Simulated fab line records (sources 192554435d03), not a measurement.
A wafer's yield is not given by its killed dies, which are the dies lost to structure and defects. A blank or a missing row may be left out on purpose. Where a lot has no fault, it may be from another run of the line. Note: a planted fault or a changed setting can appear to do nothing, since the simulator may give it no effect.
What tool caused it? + flow n5_finfet + 36 wafers from 12 lots sampled at 5 of the route's 1938 steps

WHAT THE GAUGES READ, wafer by wafer
The record holds no reading of a measuring or inspecting step that can be judged against a usual standard deviation.

WHICH TOOL RAN EACH LOT (tool, then ch and the chambers of the sampled wafers, then the start)
| lot  | N5_SD_EPI_N_STRIP_38                | N5_SD_EPI_P_DESCUM_14             | N5_SD_EPI_P_VAPOR_ETCH_44      | N5_ILD0_LINER_00                 | N5_PASSIVATION_PROBE_49 |
|------|-------------------------------------|-----------------------------------|--------------------------------|----------------------------------|-------------------------|
| L242 | plasma_asher-02 ch 0,1, day 3 17:27 | rie_diel-06 ch 1,2, day 3 22:43   | epi_rpcvd-02 ch 0, day 3 23:53 | ald_sin-02 ch 0,1,3, day 4 03:13 | prober-02, day 12 00:09 |
| L246 | plasma_asher-01 ch 0,1, day 4 12:05 | rie_diel-01 ch 0,1,3, day 4 17:45 | epi_rpcvd-01 ch 0, day 4 18:56 | ald_sin-04 ch 0,2,3, day 4 22:39 | prober-01, day 14 02:56 |
| L247 | plasma_asher-01 ch 0,1, day 5 00:05 | rie_diel-06 ch 0,1, day 5 04:00   | epi_rpcvd-02 ch 0, day 5 05:18 | ald_sin-03 ch 0,2, day 5 09:10   | -                       |
| L248 | plasma_asher-01 ch 0,1, day 5 06:05 | rie_diel-03 ch 1,2, day 5 09:53   | epi_rpcvd-02 ch 0, day 5 11:05 | ald_sin-02 ch 2,3, day 5 14:33   | prober-02, day 14 03:38 |
| L253 | plasma_asher-02 ch 0,1, day 6 11:56 | rie_diel-06 ch 0,1,3, day 6 16:20 | epi_rpcvd-02 ch 0, day 6 17:35 | ald_sin-04 ch 0,2,3, day 6 21:54 | prober-02, day 15 13:43 |
| L256 | plasma_asher-02 ch 0,1, day 7 00:08 | rie_diel-01 ch 0,1, day 7 05:26   | epi_rpcvd-04 ch 0, day 7 06:38 | ald_sin-04 ch 1,2,3, day 7 09:56 | prober-01, day 17 01:01 |
| L257 | plasma_asher-02 ch 0,1, day 7 06:05 | rie_diel-03 ch 0,2, day 7 10:01   | epi_rpcvd-02 ch 0, day 7 11:19 | ald_sin-04 ch 0,1,2, day 7 15:22 | prober-01, day 16 09:28 |
| L258 | plasma_asher-01 ch 0, day 7 19:48   | rie_diel-01 ch 0,2, day 7 23:46   | epi_rpcvd-02 ch 0, day 8 00:58 | ald_sin-03 ch 1,2,3, day 8 04:29 | prober-01, day 17 09:23 |
| L260 | plasma_asher-02 ch 0,1, day 8 03:49 | rie_diel-06 ch 0,1,3, day 8 07:28 | epi_rpcvd-01 ch 0, day 8 08:39 | ald_sin-03 ch 0,2,3, day 8 12:00 | prober-02, day 17 16:28 |
| L261 | plasma_asher-01 ch 0,1, day 8 15:23 | rie_diel-03 ch 0,3, day 8 19:23   | epi_rpcvd-01 ch 0, day 8 20:37 | ald_sin-03 ch 0,1,3, day 8 23:53 | prober-02, day 17 22:32 |
| L262 | plasma_asher-01 ch 0,1, day 8 17:31 | rie_diel-06 ch 0,2,3, day 8 21:47 | epi_rpcvd-02 ch 0, day 8 23:09 | ald_sin-04 ch 2,3, day 9 04:34   | prober-02, day 18 13:37 |
| L263 | plasma_asher-02 ch 0,1, day 8 20:06 | rie_diel-01 ch 0,2, day 8 23:46   | epi_rpcvd-01 ch 0, day 9 01:02 | ald_sin-04 ch 0,2,3, day 9 05:36 | prober-01, day 18 13:36 |
- N5_SD_EPI_N_STRIP_38: strips in N2/H2.
- N5_SD_EPI_P_DESCUM_14: chemistry O2, time 7.9 s.
- N5_SD_EPI_P_VAPOR_ETCH_44: etches SiGe30 in NF3/Ar, time 3.3 s.
- N5_ILD0_LINER_00: material SiNx, target thk 4 nm, pulse time 1 s, purge time 2 s.
- N5_PASSIVATION_PROBE_49

AS READ BY THE TOOLS THEMSELVES (means over the sampled wafers that have a number; for cases with no such wafer, the mark the record gives instead)
N5_SD_EPI_N_STRIP_38. Usual: drypump_motor_current_A 5.55 A, standard deviation 0.16; heater_power_w 342 W, standard deviation 26; oes_product_au 0.762 a.u., standard deviation 0.011.
| lot  | tool            | drypump_motor_current_A (A) | heater_power_w (W) | oes_product_au (a.u.) | flag |
|------|-----------------|-----------------------------|--------------------|-----------------------|------|
| L242 | plasma_asher-02 | 5.59                        | 343                | 0.759                 |      |
| L246 | plasma_asher-01 | 5.55                        | 333                | 0.762                 |      |
| L247 | plasma_asher-01 | 5.40                        | 349                | 0.768                 |      |
| L248 | plasma_asher-01 | 5.40                        | 349                | 0.760                 |      |
| L253 | plasma_asher-02 | 5.60                        | 349                | 0.759                 |      |
| L256 | plasma_asher-02 | 5.60                        | 344                | 0.760                 |      |
| L257 | plasma_asher-02 | 5.62                        | 337                | 0.757                 |      |
| L258 | plasma_asher-01 | 5.30                        | 385                | 0.761                 |      |
| L260 | plasma_asher-02 | 5.59                        | 341                | 0.772                 |      |
| L261 | plasma_asher-01 | 5.55                        | 329                | 0.768                 |      |
| L262 | plasma_asher-01 | 5.41                        | 348                | 0.775                 |      |
| L263 | plasma_asher-02 | 5.61                        | 341                | 0.758                 |      |

N5_SD_EPI_P_DESCUM_14. Usual: chamber_pressure_mTorr 20.002 mTorr, standard deviation 0.018; drypump_motor_current_A 5.9 A, standard deviation 0.45; oes_product_au 0.76 a.u., standard deviation 0.06; rf_vpp_V 243.2 V, standard deviation 1.5; showerhead_plenum_p_Torr 2.08 Torr, standard deviation 0.089; throttle_valve_pct 20.4 %, standard deviation 0.37.
| lot  | tool        | chamber_pressure_mTorr (mTorr) | drypump_motor_current_A (A) | oes_product_au (a.u.) | rf_vpp_V (V) | showerhead_plenum_p_Torr (Torr) | throttle_valve_pct (%) | flag |
|------|-------------|--------------------------------|-----------------------------|-----------------------|--------------|---------------------------------|------------------------|------|
| L242 | rie_diel-06 | 20.004                         | 6.2                         | 0.89                  | 244.8        | 2.16                            | 20.4                   |      |
| L246 | rie_diel-01 | 19.974                         | 5.5                         | 0.74                  | 243.6        | 2.10                            | 20.7                   |      |
| L247 | rie_diel-06 | 20.014                         | 6.5                         | 0.88                  | 244.1        | 2.14                            | 20.1                   |      |
| L248 | rie_diel-03 | 20.003                         | 6.4                         | 0.71                  | 244.5        | 2.10                            | 20.5                   |      |
| L253 | rie_diel-06 | 20.007                         | 6.3                         | 0.82                  | 242.3        | 2.04                            | 20.1                   |      |
| L256 | rie_diel-01 | 19.999                         | 5.5                         | 0.70                  | 243.1        | 2.09                            | 20.7                   |      |
| L257 | rie_diel-03 | 20.007                         | 6.0                         | 0.73                  | 244.5        | 2.15                            | 20.5                   |      |
| L258 | rie_diel-01 | 20.014                         | 5.5                         | 0.72                  | 244.5        | 2.16                            | 20.7                   |      |
| L260 | rie_diel-06 | 20.006                         | 6.3                         | 0.81                  | 242.4        | 2.04                            | 20.1                   |      |
| L261 | rie_diel-03 | 20.011                         | 5.7                         | 0.76                  | 243.8        | 2.12                            | 20.6                   |      |
| L262 | rie_diel-06 | 20.000                         | 6.0                         | 0.75                  | 242.6        | 1.99                            | 20.4                   |      |
| L263 | rie_diel-01 | 19.978                         | 5.5                         | 0.70                  | 244.0        | 2.11                            | 20.7                   |      |

N5_SD_EPI_P_VAPOR_ETCH_44. Usual: susceptor_temp_C reads 25.02 C (standard deviation 0.11).
| lot  | tool         | susceptor_temp_C (C) | flag |
|------|--------------|----------------------|------|
| L242 | epi_rpcvd-02 | 24.89                |      |
| L246 | epi_rpcvd-01 | 25.00                |      |
| L247 | epi_rpcvd-02 | 25.04                |      |
| L248 | epi_rpcvd-02 | 25.00                |      |
| L253 | epi_rpcvd-02 | 25.05                |      |
| L256 | epi_rpcvd-04 | 25.11                |      |
| L257 | epi_rpcvd-02 | 24.93                |      |
| L258 | epi_rpcvd-02 | 25.10                |      |
| L260 | epi_rpcvd-01 | 25.04                |      |
| L261 | epi_rpcvd-01 | 25.14                |      |
| L262 | epi_rpcvd-02 | 25.05                |      |
| L263 | epi_rpcvd-01 | 25.00                |      |

N5_ILD0_LINER_00. Usual: heater_power_w 836 W, standard deviation 61; precursor_pulse_height_rel 1.002, standard deviation 0.021; susceptor_temp_C 399.99 C, standard deviation 0.23.
| lot  | tool       | heater_power_w (W) | precursor_pulse_height_rel | susceptor_temp_C (C) | flag |
|------|------------|--------------------|----------------------------|----------------------|------|
| L242 | ald_sin-02 | 841                | 0.981                      | 400.03               |      |
| L246 | ald_sin-04 | 831                | 1.008                      | 399.97               |      |
| L247 | ald_sin-03 | 890                | 0.993                      | 399.83               |      |
| L248 | ald_sin-02 | 778                | 1.029                      | 400.10               |      |
| L253 | ald_sin-04 | 836                | 0.972                      | 399.93               |      |
| L256 | ald_sin-04 | 826                | 1.031                      | 400.25               |      |
| L257 | ald_sin-04 | 800                | 1.017                      | 400.00               |      |
| L258 | ald_sin-03 | 855                | 0.996                      | 399.92               |      |
| L260 | ald_sin-03 | 908                | 1.001                      | 400.14               |      |
| L261 | ald_sin-03 | 844                | 0.981                      | 399.87               |      |
| L262 | ald_sin-04 | 830                | 1.002                      | 400.26               |      |
| L263 | ald_sin-04 | 829                | 0.971                      | 399.98               |      |

N5_PASSIVATION_PROBE_49. Usual: killed_at_M0_to_M3 34, standard deviation 11; killed_at_M4_up 13, standard deviation 5.2; killed_at_contacts 13, standard deviation 6.3; killed_at_front_end 40, standard deviation 14; killed_at_other 3.2, standard deviation 2.4; killed_dies 104, standard deviation 19; killed_open 69, standard deviation 14; killed_short 32, standard deviation 7.5.
| lot  | tool      | killed_at_M0_to_M3 | killed_at_M4_up | killed_at_contacts | killed_at_front_end | killed_at_other | killed_dies | killed_open | killed_short | flag |
|------|-----------|--------------------|-----------------|--------------------|---------------------|-----------------|-------------|-------------|--------------|------|
| L242 | prober-02 | 21                 | 16              | 16                 | 38                  | 2.0             | 93          | 66          | 25           |      |
| L246 | prober-01 | 36                 | 12              | 14                 | 29                  | 6.7             | 98          | 62          | 31           |      |
| L248 | prober-02 | 34                 | 9               | 10                 | 39                  | 4.3             | 97          | 69          | 27           |      |
| L253 | prober-02 | 31                 | 17              | 19                 | 29                  | 7.0             | 104         | 73          | 29           |      |
| L256 | prober-01 | 52                 | 15              | 13                 | 47                  | 2.0             | 130         | 83          | 45           |      |
| L257 | prober-01 | 36                 | 18              | 16                 | 32                  | 2.3             | 104         | 63          | 35           |      |
| L258 | prober-01 | 29                 | 12              | 21                 | 33                  | 2.3             | 97          | 63          | 30           |      |
| L260 | prober-02 | 37                 | 13              | 17                 | 40                  | 1.0             | 108         | 72          | 34           |      |
| L261 | prober-02 | 30                 | 12              | 7                  | 42                  | 3.3             | 93          | 58          | 33           |      |
| L262 | prober-02 | 28                 | 20              | 9                  | 48                  | 1.0             | 105         | 70          | 32           |      |
| L263 | prober-01 | 42                 | 10              | 9                  | 54                  | 2.7             | 118         | 80          | 37           |      |

THE ANSWER, worked out from the rows above alone
Rule: lot off if the mean of its wafers having a number is beyond 3 standard deviations from the usual mean. A lot without any number at a reading at which 4 lots or more have one is off too. Any other lot the step has rows for is counted as sound. Order of review: gauges by route order, followed by the tools' own readings, for which a lot's mean as printed above is used. At the first step where some lot is off, the reading lying furthest off is the one used; lots without a number count as furthest.
Across all readings shown, no lot is off: no conclusion can be drawn from this.

WHAT THE SIMULATOR PUT IN
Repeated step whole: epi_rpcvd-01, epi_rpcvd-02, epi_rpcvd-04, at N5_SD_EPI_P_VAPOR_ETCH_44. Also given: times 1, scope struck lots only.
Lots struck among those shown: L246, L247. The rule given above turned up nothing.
